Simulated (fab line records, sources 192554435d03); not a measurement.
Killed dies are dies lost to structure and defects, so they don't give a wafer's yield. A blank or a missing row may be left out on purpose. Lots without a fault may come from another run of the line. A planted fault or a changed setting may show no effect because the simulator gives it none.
Which tool did it? | flow n5_finfet | 10 lots, 30 wafers sampled, at 5 steps of a route of 1938

WHAT THE GAUGES READ, wafer by wafer
N5_BEOL_M7_THK_MEAS_01. Usual: M7_ILD_THK 155.2 nm, standard deviation 2.2.
lot  | measured     | on            | M7_ILD_THK (nm)   | flag
L251 | day 13 21:26 | film_metro-01 | 153.5 155.5 154.2 |
L248 | day 13 23:43 | film_metro-01 | 156.4 158.0 157.4 |
L255 | day 14 08:04 | film_metro-01 | 153.3 157.5 153.7 |
L250 | day 14 19:17 | film_metro-02 | 150.7 155.3 154.0 |
L253 | day 15 00:19 | film_metro-01 | 164.0 153.0 166.1 |
L252 | day 15 00:39 | film_metro-02 | 153.0 164.1 157.3 |
L259 | day 16 05:50 | film_metro-02 | 155.2 154.3 156.6 |
L263 | day 17 04:01 | film_metro-01 | 151.1 154.1 155.8 |
L265 | day 17 08:01 | film_metro-01 | 153.1 155.8 156.2 |
L266 | day 18 13:01 | film_metro-02 | 158.7 155.4 155.1 |

N5_BEOL_M7_INSPECT_13: inspects for defects (brightfield). Usual: raw_defect_count 393, standard deviation 81.
lot  | measured     | on                | raw_defect_count | flag
L251 | day 13 22:33 | defect_inspect-01 | 442 392 540      |
L248 | day 14 01:46 | defect_inspect-02 | 386 352 430      |
L255 | day 14 09:28 | defect_inspect-01 | 581 314 293      |
L250 | day 14 22:08 | defect_inspect-02 | 371 418 437      |
L253 | day 15 01:58 | defect_inspect-02 | 352 264 305      |
L252 | day 15 02:08 | defect_inspect-02 | 515 386 481      |
L259 | day 16 08:47 | defect_inspect-01 | 510 345 383      |
L263 | day 17 05:29 | defect_inspect-01 | 430 340 488      |
L265 | day 17 09:12 | defect_inspect-01 | 412 370 357      |
L266 | day 18 16:20 | defect_inspect-01 | 437 366 449      |

WHICH TOOL RAN EACH LOT (tool, then ch and the chambers of the sampled wafers, then the start)
lot  | N5_BEOL_M6_DESCUM_33               | N5_BEOL_M7_ILD_DEP_00           | N5_BEOL_M7_PECVD_70
L251 | rie_diel-03 ch 0,2,3, day 13 17:19 | pecvd-01 ch 0,1,2, day 13 20:51 | pecvd-03 ch 0,1,2, day 13 21:28
L248 | rie_diel-03 ch 0,1, day 13 19:08   | pecvd-02 ch 0,1,2, day 13 22:41 | pecvd-01 ch 0,1,2, day 13 23:47
L255 | rie_diel-01 ch 0,1,3, day 14 04:04 | pecvd-02 ch 0,1, day 14 07:01   | pecvd-03 ch 0,2, day 14 08:07
L250 | rie_diel-04 ch 0,1,3, day 14 15:41 | pecvd-01 ch 0,1, day 14 18:43   | pecvd-01 ch 1,2, day 14 19:20
L253 | rie_diel-01 ch 0,2, day 14 18:30   | pecvd-01 ch 0,1,2, day 14 23:16 | pecvd-02 ch 0,1,2, day 15 00:21
L252 | rie_diel-01 ch 2,3, day 14 21:13   | pecvd-01 ch 0,1,2, day 15 00:04 | pecvd-03 ch 1,2, day 15 00:41
L259 | rie_diel-01 ch 0,2,3, day 15 14:58 | pecvd-02 ch 0,1,2, day 16 01:59 | pecvd-02 ch 0,2, day 16 05:52
L263 | rie_diel-03 ch 0,1,2, day 16 23:49 | pecvd-03 ch 0,2, day 17 02:58   | pecvd-03 ch 0,2, day 17 04:03
L265 | rie_diel-01 ch 1,2, day 17 03:47   | pecvd-02 ch 0,2, day 17 07:25   | pecvd-03 ch 0,1, day 17 08:03
L266 | rie_diel-03 ch 0,3, day 18 09:34   | pecvd-03 ch 0,1,2, day 18 12:28 | pecvd-02 ch 0,1,2, day 18 13:05
- N5_BEOL_M6_DESCUM_33: chemistry O2, time 7 s.
- N5_BEOL_M7_ILD_DEP_00: deposits SiCOH lowk from DEMS/porogen, target thk 179.75 nm, time 33.4 s.
- N5_BEOL_M7_PECVD_70: deposits SiO2 from TEOS/O2, target thk 20 nm, time 22.7 s.

WHAT THE TOOLS THEMSELVES READ (means of the sampled wafers that have a number; where no wafer has one, the mark that the record gives instead)
N5_BEOL_M6_DESCUM_33. Usual: drypump_motor_current_A 5.68 A, standard deviation 0.2; oes_product_au 0.79 a.u., standard deviation 0.076; rf_fwd_power_W 49.43 W, standard deviation 0.21; rf_vpp_V 242.9 V, standard deviation 1.3; showerhead_plenum_p_Torr 2.07 Torr, standard deviation 0.063; throttle_valve_pct 20.46 %, standard deviation 0.29.
lot  | tool        | drypump_motor_current_A (A) | oes_product_au (a.u.) | rf_fwd_power_W (W) | rf_vpp_V (V) | showerhead_plenum_p_Torr (Torr) | throttle_valve_pct (%) | flag
L251 | rie_diel-03 | 5.71                        | 0.72                  | 49.33              | 243.4        | 2.06                            | 20.42                  |
L248 | rie_diel-03 | 5.60                        | 0.69                  | 49.36              | 242.4        | 2.05                            | 20.70                  |
L255 | rie_diel-01 | 5.74                        | 0.82                  | 49.55              | 243.1        | 2.06                            | 20.21                  |
L250 | rie_diel-04 | 5.66                        | 0.81                  | 49.21              | 242.8        | 2.09                            | 20.62                  |
L253 | rie_diel-01 | 5.65                        | 0.74                  | 49.34              | 242.0        | 2.04                            | 20.70                  |
L252 | rie_diel-01 | 5.78                        | 0.81                  | 49.74              | 242.9        | 2.03                            | 20.23                  |
L259 | rie_diel-01 | 5.77                        | 0.77                  | 49.57              | 242.2        | 2.02                            | 20.39                  |
L263 | rie_diel-03 | 5.76                        | 0.76                  | 49.24              | 243.1        | 2.06                            | 20.53                  |
L265 | rie_diel-01 | 5.57                        | 0.74                  | 49.58              | 244.4        | 2.12                            | 20.57                  |
L266 | rie_diel-03 | 5.57                        | 0.83                  | 49.17              | 241.6        | 2.02                            | 20.24                  |

N5_BEOL_M7_ILD_DEP_00. Usual: heater_power_w 313 W, standard deviation 42; rf_fwd_power_W 494.9 W, standard deviation 1.9; showerhead_plenum_p_Torr 5.736 Torr, standard deviation 0.014; throttle_valve_pct 13.7 %, standard deviation 0.72.
lot  | tool     | heater_power_w (W) | rf_fwd_power_W (W) | showerhead_plenum_p_Torr (Torr) | throttle_valve_pct (%) | flag
L251 | pecvd-01 | 314                | 494.4              | 5.737                           | 13.7                   |
L248 | pecvd-02 | 296                | 495.9              | 5.731                           | 13.5                   |
L255 | pecvd-02 | 314                | 495.9              | 5.750                           | 13.9                   |
L250 | pecvd-01 | 303                | 492.7              | 5.734                           | 14.3                   |
L253 | pecvd-01 | 306                | 494.7              | 5.738                           | 13.9                   |
L252 | pecvd-01 | 304                | 494.3              | 5.737                           | 13.5                   |
L259 | pecvd-02 | 330                | 494.7              | 5.739                           | 13.5                   |
L263 | pecvd-03 | 283                | 493.4              | 5.748                           | 14.4                   |
L265 | pecvd-02 | 307                | 495.7              | 5.737                           | 13.2                   |
L266 | pecvd-03 | 308                | 494.0              | 5.732                           | 14.3                   |

N5_BEOL_M7_PECVD_70. Usual: heater_power_w 726 W, standard deviation 75; rf_fwd_power_W 443.9 W, standard deviation 2.3; showerhead_plenum_p_Torr 8.77 Torr, standard deviation 0.061; throttle_valve_pct 22.3 %, standard deviation 1.2.
lot  | tool     | heater_power_w (W) | rf_fwd_power_W (W) | showerhead_plenum_p_Torr (Torr) | throttle_valve_pct (%) | flag
L251 | pecvd-03 | 707                | 441.6              | 8.77                            | 22.6                   |
L248 | pecvd-01 | 677                | 444.2              | 8.79                            | 22.0                   |
L255 | pecvd-03 | 736                | 441.2              | 8.76                            | 22.2                   |
L250 | pecvd-01 | 719                | 444.3              | 8.80                            | 21.3                   |
L253 | pecvd-02 | 789                | 444.7              | 8.77                            | 21.8                   |
L252 | pecvd-03 | 803                | 441.3              | 8.73                            | 21.9                   |
L259 | pecvd-02 | 728                | 446.9              | 8.73                            | 21.0                   |
L263 | pecvd-03 | 739                | 441.8              | 8.77                            | 22.2                   |
L265 | pecvd-03 | 684                | 445.4              | 8.76                            | 23.2                   |
L266 | pecvd-02 | 678                | 445.6              | 8.76                            | 21.3                   |

THE ANSWER, worked out from the rows above alone
Rule: a lot is off if the mean of its wafers that have a number lies more than 3 standard deviations from the usual mean. A lot without any number at a reading at which 4 lots or more have one is off too. The other lots that the step has rows for count as sound. The gauges are gone through in route order, then the tools' own readings, and for those a lot's mean is taken as printed above. The first step at which some lot is off is used, and at that step the reading that is off furthest; a lot without a number counts as furthest.
No lot is off at any reading shown: from this, nothing can be told.

WHAT THE SIMULATOR HAD PUT IN
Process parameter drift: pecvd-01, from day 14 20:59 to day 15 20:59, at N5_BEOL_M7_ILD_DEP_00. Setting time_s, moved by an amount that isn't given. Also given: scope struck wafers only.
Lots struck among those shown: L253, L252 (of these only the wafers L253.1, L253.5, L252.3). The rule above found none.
